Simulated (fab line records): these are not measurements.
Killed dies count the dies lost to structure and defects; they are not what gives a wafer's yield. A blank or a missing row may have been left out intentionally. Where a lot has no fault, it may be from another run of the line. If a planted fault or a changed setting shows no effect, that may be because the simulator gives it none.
fab line records :: flow nand_harc
record
  lots=6
  wafers=17
  last_day=34
route steps=1302 shown P_START@1 P_ZERO_WELL@2
lots untouched by any fault: they come from a run of this same line in which no faults occurred
start_h: hours from the record's opening day to when the first of the lot's shown wafers began :: wait_h: hours elapsed since this lot's preceding step :: " identical to the entry in the row above :: L1.1+2: a single row standing in for several wafers :: - no value, or no start was given :: * or withheld: withheld :: < > ~ a bound
route shown NAME@n: names a module that has steps shown in the file, with the first one's number in the route :: usual: the fault-free wafers' mean and standard deviation :: same: alike in all rows :: chamber/n: place in a boat :: sites: readings site by site :: _std_site: standard deviation across them :: _edge_site: mean of outer sites minus mean of inner sites :: radius_mm: for every site, how far away it sits from the centre of the wafer :: mask NAME#n: copy n :: behind: tool/chamber where the wafer was last shaped :: hold: reason for holding the lot/hours on hold/outcome of the hold :: device: transistor that didn't switch, given as n, p or np :: end of line: at the end of the route, the tests of the same wafers :: step lacking rows: just its recipe :: killed: dies that structure and defects cost at the first sort, which is not the same as the wafer's yield :: map: shows each die of a wafer: x if killed, . if not, _ if none is there
set.NAME: setting as actually run; set.NAME@STEP: the setting as run at that earlier step :: model.NAME: the simulator's own value behind a step, which no gauge read
a table for each step, a row for each wafer; lots at some steps of the route
services: when a tool's chamber went out of use (start_h, in hours from the record's first day, below 0 if earlier), for how many hours, and the reason
## steps
# step NHARC_P_START_INSPECT_01
# usual
  raw_defect_count=3.7/1.8
lot.wafer: L568.3
tool: defect_inspect-02
chamber: -
start_h: 90.04
wait_h: -
raw_defect_count: 4

lot.wafer: L568.5
tool: defect_inspect-02
chamber: -
start_h: 90.04
wait_h: -
raw_defect_count: 4

lot.wafer: L568.6
tool: defect_inspect-02
chamber: -
start_h: 90.04
wait_h: -
raw_defect_count: 3

lot.wafer: L570.2
tool: defect_inspect-01
chamber: -
start_h: 110.04
wait_h: -
raw_defect_count: 7

lot.wafer: L570.4
tool: defect_inspect-01
chamber: -
start_h: 110.04
wait_h: -
raw_defect_count: 1

lot.wafer: L570.5
tool: defect_inspect-01
chamber: -
start_h: 110.04
wait_h: -
raw_defect_count: 4

lot.wafer: L575.1
tool: defect_inspect-01
chamber: -
start_h: 160.04
wait_h: -
raw_defect_count: 6

lot.wafer: L575.4
tool: defect_inspect-01
chamber: -
start_h: 160.04
wait_h: -
raw_defect_count: 3

lot.wafer: L575.6
tool: defect_inspect-01
chamber: -
start_h: 160.04
wait_h: -
raw_defect_count: 1

lot.wafer: L577.1
tool: defect_inspect-02
chamber: -
start_h: 180.04
wait_h: -
raw_defect_count: 1

lot.wafer: L577.4
tool: defect_inspect-02
chamber: -
start_h: 180.04
wait_h: -
raw_defect_count: 4

lot.wafer: L583.2
tool: defect_inspect-01
chamber: -
start_h: 240.04
wait_h: -
raw_defect_count: 6

lot.wafer: L583.5
tool: defect_inspect-01
chamber: -
start_h: 240.04
wait_h: -
raw_defect_count: 3

lot.wafer: L583.6
tool: defect_inspect-01
chamber: -
start_h: 240.04
wait_h: -
raw_defect_count: 4

lot.wafer: L584.1
tool: defect_inspect-01
chamber: -
start_h: 250.04
wait_h: -
raw_defect_count: 4

lot.wafer: L584.2
tool: defect_inspect-01
chamber: -
start_h: 250.04
wait_h: -
raw_defect_count: 2

lot.wafer: L584.5
tool: defect_inspect-01
chamber: -
start_h: 250.04
wait_h: -
raw_defect_count: 6
# step NHARC_P_ZERO_WELL_PRECLEAN_00
# recipe
  time_s=600
  temp_c=120
  chemistry=SPM
# step NHARC_P_ZERO_WELL_SRD_01
# step NHARC_P_ZERO_WELL_PECVD_02
# recipe
  target_thk_a=100
  temp_c=400
  pressure_torr=6.5
  rf_w=withheld
  teos_flow_sccm=withheld
  flow_sccm=2650
  target_thk_nm=10
  gas=O2
  material=SiO2
# step NHARC_P_ZERO_WELL_DEHYDRATE_03
# recipe
  temp_c=150
  time_s=120
# step NHARC_P_ZERO_WELL_HMDS_04
# recipe
  time_s=30
# step NHARC_P_ZERO_WELL_COAT_64
# recipe
  temp_c=200
  time_s=65
# step NHARC_P_ZERO_WELL_COAT_05
# recipe
  spin_rpm=2000
  resist_thk_nm=600
# step NHARC_P_ZERO_WELL_SOFTBAKE_06
# recipe
  temp_c=125
  time_s=70
# usual
  heater_power_total_W=200.7/1.4
lot.wafer: L568.3
tool: litho_track-05
chamber: 0
start_h: 90
wait_h: -
heater_power_total_W: 199.0

lot.wafer: L568.5
tool: litho_track-05
chamber: 0
start_h: 90
wait_h: -
heater_power_total_W: 200.0

lot.wafer: L568.6
tool: litho_track-05
chamber: 0
start_h: 90
wait_h: -
heater_power_total_W: 200.5

lot.wafer: L570.2
tool: litho_track-03
chamber: 0
start_h: 110
wait_h: -
heater_power_total_W: 201.4

lot.wafer: L570.4
tool: litho_track-03
chamber: 0
start_h: 110
wait_h: -
heater_power_total_W: 199.1

lot.wafer: L570.5
tool: litho_track-03
chamber: 0
start_h: 110
wait_h: -
heater_power_total_W: 198.9

lot.wafer: L575.1
tool: litho_track-03
chamber: 0
start_h: 160
wait_h: -
heater_power_total_W: 222.3

lot.wafer: L575.4
tool: litho_track-03
chamber: 0
start_h: 160
wait_h: -
heater_power_total_W: 223.5

lot.wafer: L575.6
tool: litho_track-03
chamber: 0
start_h: 160
wait_h: -
heater_power_total_W: 202.6

lot.wafer: L577.1
tool: litho_track-03
chamber: 0
start_h: 180
wait_h: -
heater_power_total_W: 223.0

lot.wafer: L577.4
tool: litho_track-03
chamber: 0
start_h: 180
wait_h: -
heater_power_total_W: 222.8

lot.wafer: L583.2
tool: litho_track-05
chamber: 0
start_h: 240
wait_h: -
heater_power_total_W: 202.6

lot.wafer: L583.5
tool: litho_track-05
chamber: 0
start_h: 240
wait_h: -
heater_power_total_W: 199.8

lot.wafer: L583.6
tool: litho_track-05
chamber: 0
start_h: 240
wait_h: -
heater_power_total_W: 202.6

lot.wafer: L584.1
tool: litho_track-07
chamber: 0
start_h: 250
wait_h: -
heater_power_total_W: 202.6

lot.wafer: L584.2
tool: litho_track-07
chamber: 0
start_h: 250
wait_h: -
heater_power_total_W: 199.8

lot.wafer: L584.5
tool: litho_track-07
chamber: 0
start_h: 250
wait_h: -
heater_power_total_W: 199.5
# step NHARC_P_ZERO_WELL_EBR_07
## services
tool: litho_track-07
chamber: -
start_h: 76.00
hours: 7.0
kind: pm

tool: litho_track-03
chamber: -
start_h: 100.00
hours: 7.0
kind: pm

tool: litho_track-07
chamber: -
start_h: 105.68
hours: -
kind: consumable_replace:filter

tool: litho_track-05
chamber: -
start_h: 124.00
hours: 7.0
kind: pm
## key
first_sign
  step=NHARC_P_ZERO_WELL_SOFTBAKE_06
  reading=heater_power_total_W
  direction=up
  sigmas=16
  usual=*
  struck=*
effect none on later readings
met_at NHARC_P_ZERO_WELL_SOFTBAKE_06
struck_wafers L575.1,L575.4,L577.1,L577.4
tester_left_out L575,L577
onset_between 110 160
fault
  kind=process_parameter_drift
  tool=litho_track-03
  chamber=-
  onset_h=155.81
  steps=NHARC_P_ZERO_WELL_SOFTBAKE_06
  channel=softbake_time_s
  offset=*
  shape=step
  end_h=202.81
  scope=struck_wafers_only
  acts_in=*
  stated=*
# tester_left_out: of these lots the tester's yield and bins aren't shown, on N5 and GAA mostly nor the transistor test; their killed dies are dies lost to structure and defects alone, not to doping, threshold or leakage, so they don't give the yield
